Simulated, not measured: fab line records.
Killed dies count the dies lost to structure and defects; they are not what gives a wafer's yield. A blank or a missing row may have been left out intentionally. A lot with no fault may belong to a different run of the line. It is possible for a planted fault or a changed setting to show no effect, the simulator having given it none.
A struck lot beside a sound one    flow n5Finfet    43 steps out of a route of 1938
Sound: the wafers L513.2, L513.3, L513.5. Wafers struck: L531.1, L531.5, L531.6. Last of all comes the cause.
At each step with rows: each side's tool, then ch and its chambers, then its first start. Under that, the readings that differ: sound wafers    struck wafers    difference of the means    sigmas: that difference in standard deviations of wafers without a fault.
alike: a reading whose means differ by less than 2 such deviations, as well as words and numbers matching on both sides. not compared: withheld readings; readings where some wafer has no value; bounds like >300 that might hide an equal value; numbers whose values overlap and for which the record gives no deviation.
The two part at a step that has a row with sigmas, a row that says differs or no value, or rows on one side only. Non-overlapping numbers with no deviation appear without sigmas and do not part them. A reading missing from all wafers of one side parts the sides only when that side holds two or more wafers.

first, 5 steps without rows for these wafers: N5_BEOL_M2_ALD_98 (deposits SiO2, target thk 2.5 nm, pulse time 1 s, co reactant pulse time 1 s); N5_BEOL_M2_ETCHBACK_99 (etches SiO2 in CHF3, target depth 5 nm, time 10.4 s); N5_BEOL_M2_ETCH_70 (etches SOC in N2/H2, target depth 80 nm, overetch 24 nm, time 130 s); N5_BEOL_M2_STRIP_71 (strips in N2/H2); N5_BEOL_M2_STRIP_78 (strips in N2/H2).
N5_BEOL_M2_VIA_ETCH_34: etches the open film in C4F6/O2, target depth 69.4 nm, time 65.9 s.
  sound on rieDiel-06 ch 1,2,3, day 8 00:47; struck on rieDiel-06 ch 0,1,2, day 12 16:06
  alike: O2_flow_sccm, biasW, drypumpMotorCurrentA, oesProductAu, rfVppV, showerheadPlenumPTorr, throttleValvePct
  not compared: rfHoursCounterH
then, 5 steps without rows for these wafers: N5_BEOL_M2_STRIP_83 (strips in C4F6/O2); N5_BEOL_M2_STRIP_36 (strips in N2/H2); N5_BEOL_M2_TRENCH_ETCH_37 (etches SiOC in C4F6/O2, target depth 55.555 nm, time 29.2 s); N5_BEOL_M2_ETCH_41 (etches SiCN in CH3F/O2, target depth 29.9 nm, time 52.5 s); N5_BEOL_M2_STRIP_97 (strips in N2/H2, time 10 s).
N5_BEOL_M2_OCD_MEAS_38:
  sound on ocd-02 at day 8 01:02; struck on ocd-01 at day 12 16:21
  alike: trenchDepthNm
N5_BEOL_M2_HM_STRIP_39: strips TiN in peroxide tin strip, target depth 25 nm, time 158 s.
  sound on wetBench-03 ch 1,4,5, day 8 01:04; struck on wetBench-06 ch 0,3,4, day 12 16:23
then, 3 steps without rows for these wafers: N5_BEOL_M2_SRD_40 (time 30 s); N5_BEOL_M2_PRECLEAN_42 (cleans in residue remover, time 60 s); N5_BEOL_M2_SRD_43 (time 30 s).
N5_BEOL_M2_CD_MEAS_35: target cd 18 nm, target cd y 22.2 nm.
  sound on cdSem-02 at day 8 01:12; struck on cdSem-03 at day 12 16:30
  alike: cdNm
N5_BEOL_M2_DEGAS_44: time 60 s.
  sound on pvdSputter-03 at day 8 01:28; struck on pvdSputter-03 at day 12 17:14
  alike: heaterPowerW
then, 4 steps without rows for these wafers: N5_BEOL_M2_PRE_CLEAN_45 (time 30 s); N5_BEOL_M2_ALD_84 (deposits TaN, pulse time 2 s, purge time 3 s, co reactant purge time 2 s); N5_BEOL_M2_SURFACE_TREAT_85; N5_BEOL_M2_CVD_47 (deposits Co from CCTBA/H2, target thk 3 nm, time 223.8 s).
N5_BEOL_M2_SPUTTER_48: material Cu, target thk 4.5 nm, time 8.29 s.
  sound on pvdSputter-01 at day 8 02:19; struck on pvdSputter-01 at day 12 17:49
  alike: throttleValvePct
N5_BEOL_M2_ANNEAL_49: time 240 s.
  sound on pvdSputter-01 at day 8 02:23; struck on pvdSputter-01 at day 12 17:53
  alike: heaterPowerW
then, 5 steps without rows for these wafers: N5_BEOL_M2_SPUTTER_79 (material Cu, target thk 4.5 nm, time 8.29 s); N5_BEOL_M2_ANNEAL_80 (time 240 s); N5_BEOL_M2_SPUTTER_81 (material Cu, target thk 4.5 nm, time 8.29 s); N5_BEOL_M2_ANNEAL_82 (time 240 s); N5_BEOL_M2_SPUTTER_86 (material Cu, target thk 4.5 nm, time 8.29 s).
N5_BEOL_M2_ANNEAL_87: time 240 s.
  sound on pvdSputter-01 at day 8 03:03; struck on pvdSputter-01 at day 12 18:33
  alike: heaterPowerW
then, 12 steps without rows for these wafers: N5_BEOL_M2_SPUTTER_88 (material Cu, target thk 4.5 nm, time 8.29 s); N5_BEOL_M2_ANNEAL_89 (time 240 s); N5_BEOL_M2_SPUTTER_90 (material Cu, target thk 4.5 nm, time 8.29 s); N5_BEOL_M2_ANNEAL_91 (time 240 s); N5_BEOL_M2_SPUTTER_92 (material Cu, target thk 4.5 nm, time 8.29 s); N5_BEOL_M2_ANNEAL_93 (time 240 s); N5_BEOL_M2_SPUTTER_94 (material Cu, target thk 4.5 nm, time 8.29 s); N5_BEOL_M2_ANNEAL_95 (time 240 s); N5_BEOL_M2_SPUTTER_96 (material Cu, target thk 4.5 nm, time 8.29 s); N5_BEOL_M2_ECD_50 (material Cu, target thk 300 nm); N5_BEOL_M2_ANNEAL_51 (time 90 s); N5_BEOL_M2_CMP_52 (polishes, stops on SiOC, t overpolish 6.8 s, target thk 40 nm).
-- the record jumps here: 6 days lie between the struck wafers' starts before and after (it left off in module BEOL_M2 and takes up again in module PASSIVATION, whose first step shown is number 1936 of the route) --
N5_PASSIVATION_PROBE_49:
  the record has rows for the struck wafers here (prober-02, day 18 13:49) and none for the sound ones

## WHERE THEY PART
N5_PASSIVATION_PROBE_49 only, going by this record.

WHY: what had been put in by the simulator
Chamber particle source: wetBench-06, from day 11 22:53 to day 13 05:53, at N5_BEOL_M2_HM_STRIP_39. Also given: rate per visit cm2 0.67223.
